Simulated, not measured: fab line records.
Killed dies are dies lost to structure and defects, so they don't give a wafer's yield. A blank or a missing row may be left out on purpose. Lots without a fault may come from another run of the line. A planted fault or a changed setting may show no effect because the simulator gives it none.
A single fault, viewed from 2 desks + flow n5-finfet + what lay behind the numbers comes last; until then each desk has only its own

== AT THE TOOL OWNER'S DESK: litho-track-05 ==
The tool's own readings at N5_BEOL_M11_COAT_60 (time 60 s, resist thk 30 nm): means of the sampled wafers that have a number, for each lot that ran on this tool. Any lot whose mean is over 4 standard deviations away from the usual mean is out of limits and marked OUT; that distance is given in the brackets.
Columns: A = chill-plate-temp-C at N5_BEOL_M11_COAT_60, usual 23.00 C; B = spin-speed-rpm at N5_BEOL_M11_COAT_60, usual 1499.9 rpm
| lot  | first seen here | A     | B                |
|------|-----------------|-------|------------------|
| L503 | day 12 03:56    | 23.01 | 1499.7           |
| L507 | day 13 13:26    | 22.91 | 1499.8           |
| L514 | day 15 02:55    | 23.02 | 1443.6 (-47) OUT |
| L513 | day 15 07:13    | 22.91 | 1443.4 (-47) OUT |
This desk's finding: out of limits on L513, L514; first on L514, day 15 02:55 (spin-speed-rpm at N5_BEOL_M11_COAT_60). In limits: L503, L507.

== THE DEFECT DESK ==
For each lot, the counts of the inspections along the route, averaged over the sampled wafers that have a number. Any lot whose mean is over 4 standard deviations away from the usual mean is out of limits and marked OUT; that distance is given in the brackets.
Columns: A = raw-defect-count at N5_BEOL_M11_INSPECT_13, usual 370
| lot  | first seen here | A   |
|------|-----------------|-----|
| L498 | day 10 21:00    | 427 |
| L497 | day 11 00:15    | 372 |
| L500 | day 11 00:33    | 421 |
| L501 | day 11 11:25    | 450 |
| L502 | day 11 16:53    | 307 |
| L503 | day 12 04:22    | 382 |
| L507 | day 13 13:52    | 383 |
| L512 | day 15 01:39    | 558 |
| L514 | day 15 03:13    | 396 |
| L513 | day 15 07:31    | 397 |
| L515 | day 15 14:09    | 358 |
| L517 | day 15 18:22    | 369 |
This desk found nothing out of limits on any of the 12 lots.

== BROUGHT TOGETHER ==
On L513, L514, at day 15 02:55, an alarm was possible from the tool owner's desk.
Nothing the defect desk looked at was out of limits.
The defect desk has L513, L514 on record, within its limits.
All the named lots went through N5_BEOL_M11_COAT_60 on litho-track-05.

== WHAT THE SIMULATOR PUT IN ==
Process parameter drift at N5_BEOL_M11_COAT_60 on litho-track-05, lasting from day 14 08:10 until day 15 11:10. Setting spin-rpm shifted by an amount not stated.
Lots struck among those shown: L513, L514.
How many hours passed from the start of the fault until each desk's first out-of-limits reading: the tool owner's desk, 19.
